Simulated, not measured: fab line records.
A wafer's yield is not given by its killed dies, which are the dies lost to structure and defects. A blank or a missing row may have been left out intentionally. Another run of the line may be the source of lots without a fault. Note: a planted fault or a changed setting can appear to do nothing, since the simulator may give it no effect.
Which tool was responsible?    flow n5 finfet    30 wafers from 10 lots sampled at 5 of the route's 1938 steps

## WHAT THE GAUGES READ, wafer by wafer
N5_WELL_APT_INSPECT_27: inspects for defects (macro).
lot   measured     on                 raw defect count
L908  day 2 03:04  defect inspect-02  2 3 2
L909  day 2 08:54  defect inspect-02  3 2 2
L912  day 3 03:05  defect inspect-01  5 1 2
L913  day 3 08:52  defect inspect-02  2 2 1
L914  day 3 14:49  defect inspect-01  2 2 2
L917  day 4 08:51  defect inspect-02  3 1 1
L918  day 4 15:34  defect inspect-01  1 1 4
L920  day 5 03:26  defect inspect-01  3 3 1
L927  day 6 21:23  defect inspect-01  2 1 4
L928  day 7 03:24  defect inspect-01  2 0 2

N5_BEOL_M4_RC_MEAS_101.
lot   measured      on         DIBL_N (mV/V)   DIBL_P (mV/V)   IOFF_N (nA/um)  IOFF_P (nA/um)  ION_N (uA/um)  ION_P (uA/um)  SS_N (mV/dec)   SS_P (mV/dec)   VT_N (mV)    VT_P (mV)
L908  day 8 08:05   prober-01  38.7 37.0 35.7  41.7 39.1 36.9  0.22 0.16 0.14  0.27 0.20 0.18  674 664 645    463 454 445    72.6 73.0 72.5  75.0 73.4 73.1  248 254 256  -248 -251 -253
L909  day 8 19:19   prober-02  37.0 37.2 36.3  36.5 36.3 36.4  0.17 0.19 0.18  0.25 0.25 0.25  665 675 685    462 467 473    71.7 72.0 71.3  73.2 73.1 73.8  249 245 244  -244 -246 -247
L912  day 9 04:19   prober-01  38.4 39.2 39.6  39.0 38.8 39.8  0.19 0.20 0.21  0.27 0.25 0.27  665 668 658    464 449 454    72.2 72.3 72.4  73.6 74.1 74.5  247 249 247  -248 -249 -250
L913  day 9 21:30   prober-01  36.4 38.4 38.2  35.2 37.3 37.7  0.15 0.18 0.18  0.18 0.22 0.23  681 685 691    461 458 469    71.3 72.1 72.2  72.5 72.7 73.2  251 248 249  -253 -252 -252
L914  day 10 00:00  prober-02  38.4 38.6 42.0  38.6 38.4 41.3  0.21 0.21 0.31  0.24 0.25 0.29  705 695 695    469 471 463    72.5 72.0 73.7  73.6 73.5 75.1  246 244 243  -246 -246 -246
L917  day 10 21:25  prober-01  36.9 35.7 39.5  36.1 34.7 39.5  0.18 0.16 0.24  0.26 0.23 0.33  687 680 693    471 470 475    71.7 70.2 72.4  72.8 73.1 73.8  245 247 243  -244 -245 -242
L918  day 10 23:34  prober-01  38.1 38.0 37.0  36.7 37.2 35.0  0.16 0.17 0.14  0.22 0.25 0.20  683 678 661    467 467 458    71.8 71.3 70.8  74.0 73.6 72.6  250 249 254  -252 -245 -253
L920  day 11 07:40  prober-02  34.9 34.1 34.5  35.6 33.8 35.1  0.14 0.11 0.13  0.21 0.17 0.20  669 648 661    461 449 462    70.5 70.7 70.4  73.5 73.0 73.3  251 256 252  -250 -253 -249
L927  day 13 14:22  prober-02  36.6 39.4 38.0  36.8 40.1 38.7  0.13 0.18 0.15  0.17 0.21 0.19  658 662 664    447 452 454    71.6 72.6 71.6  73.4 73.8 74.3  256 249 253  -257 -251 -254
L928  day 14 10:43  prober-02  35.5 36.0 35.8  34.4 35.2 34.2  0.15 0.16 0.14  0.20 0.22 0.20  675 678 664    467 466 461    72.0 71.8 71.2  73.6 73.5 73.1  250 246 251  -250 -249 -252

## WHICH TOOL RAN EACH LOT (tool, then ch and the chambers of the sampled wafers, then the start)
lot   N5_WELL_APT_IMPLANT_14          N5_WELL_APT_RTA_34               N5_PMOS_HMC_CHANNEL_EPI_HM_DEP_34
L908  implanter-02 ch 0, day 2 02:01  rtp anneal-01 ch 0, day 2 04:08  pecvd-04 ch 0,1,2, day 2 05:28
L909  implanter-02 ch 0, day 2 07:55  rtp anneal-01 ch 0, day 2 09:55  pecvd-02 ch 0,1,2, day 2 11:18
L912  implanter-02 ch 0, day 3 02:07  rtp anneal-01 ch 0, day 3 05:32  pecvd-04 ch 0,1,2, day 3 06:38
L913  implanter-02 ch 0, day 3 07:54  rtp anneal-01 ch 0, day 3 09:53  pecvd-02 ch 0,2, day 3 10:58
L914  implanter-01 ch 0, day 3 13:50  rtp anneal-01 ch 0, day 3 15:38  pecvd-03 ch 0,1, day 3 16:33
L917  implanter-02 ch 0, day 4 07:44  rtp anneal-01 ch 0, day 4 09:55  pecvd-02 ch 0,1, day 4 11:04
L918  implanter-01 ch 0, day 4 14:13  rtp anneal-02 ch 0, day 4 17:43  pecvd-04 ch 0,1,2, day 4 18:40
L920  implanter-01 ch 0, day 5 02:04  rtp anneal-01 ch 0, day 5 04:39  pecvd-02 ch 1,2, day 5 05:49
L927  implanter-01 ch 0, day 6 20:19  rtp anneal-01 ch 0, day 6 22:13  pecvd-04 ch 0,1,2, day 6 23:34
L928  implanter-02 ch 0, day 7 02:20  rtp anneal-02 ch 0, day 7 04:14  pecvd-02 ch 0,1,2, day 7 05:35
- N5_WELL_APT_IMPLANT_14
- N5_WELL_APT_RTA_34: time 10 s.
- N5_PMOS_HMC_CHANNEL_EPI_HM_DEP_34: deposits SiO2 from TEOS/O2, target thk 36 nm, time 6.9 s.

## AS READ BY THE TOOLS THEMSELVES (means over the sampled wafers that have a number; for cases with no such wafer, the mark the record gives instead)
N5_WELL_APT_IMPLANT_14.
lot   tool          faraday current uA
L908  implanter-02  190
L909  implanter-02  189
L912  implanter-02  193
L913  implanter-02  187
L914  implanter-01  192
L917  implanter-02  194
L918  implanter-01  192
L920  implanter-01  191
L927  implanter-01  192
L928  implanter-02  185

N5_WELL_APT_RTA_34.
lot   tool           lamp power pct (%)  wafer_temp_C_max
L908  rtp anneal-01  12.99               1003.7
L909  rtp anneal-01  12.96               1003.3
L912  rtp anneal-01  13.03               1002.7
L913  rtp anneal-01  12.96               1003.9
L914  rtp anneal-01  13.03               1005.0
L917  rtp anneal-01  12.98               1003.2
L918  rtp anneal-02  13.01               1002.2
L920  rtp anneal-01  12.96               1003.3
L927  rtp anneal-01  13.00               1004.3
L928  rtp anneal-02  13.03               1004.4

N5_PMOS_HMC_CHANNEL_EPI_HM_DEP_34.
lot   tool      heater power w (W)  showerhead plenum p Torr (Torr)  susceptor temp C (C)  throttle valve pct (%)
L908  pecvd-04  461                 8.35                             400.07                18.5
L909  pecvd-02  528                 8.36                             400.11                19.1
L912  pecvd-04  433                 8.33                             399.95                18.4
L913  pecvd-02  542                 8.38                             399.99                18.7
L914  pecvd-03  602                 8.36                             399.92                20.2
L917  pecvd-02  581                 8.34                             400.20                20.0
L918  pecvd-04  475                 8.34                             399.83                18.4
L920  pecvd-02  512                 8.33                             400.11                19.4
L927  pecvd-04  501                 8.34                             399.98                18.6
L928  pecvd-02  553                 8.37                             399.88                19.1

## THE ANSWER, worked out from the rows above alone
Rule: the usual values come from the lots themselves. Put in order of their means at a reading, lots are off if they are a third of the lots or fewer, leave a main group of 4 or more, and stand apart from it by a gap of 3 or more times the standard deviation of the main group's means; of several such gaps the widest counts. The tables above print the reading to a certain number of digits; a main group whose means all agree to those digits is not used. Also off: a lot with no number at a reading for which 4 or more lots have one. Any other lot the step has rows for is counted as sound. After the gauges, taken in route order, come the tools' own readings; for these a lot's mean is taken, as printed above. At the first step where some lot is off, the reading lying furthest off is the one used; lots without a number count as furthest.
Across all readings shown, no lot is off: no conclusion can be drawn from this.

## WHAT WAS PUT IN BY THE SIMULATOR
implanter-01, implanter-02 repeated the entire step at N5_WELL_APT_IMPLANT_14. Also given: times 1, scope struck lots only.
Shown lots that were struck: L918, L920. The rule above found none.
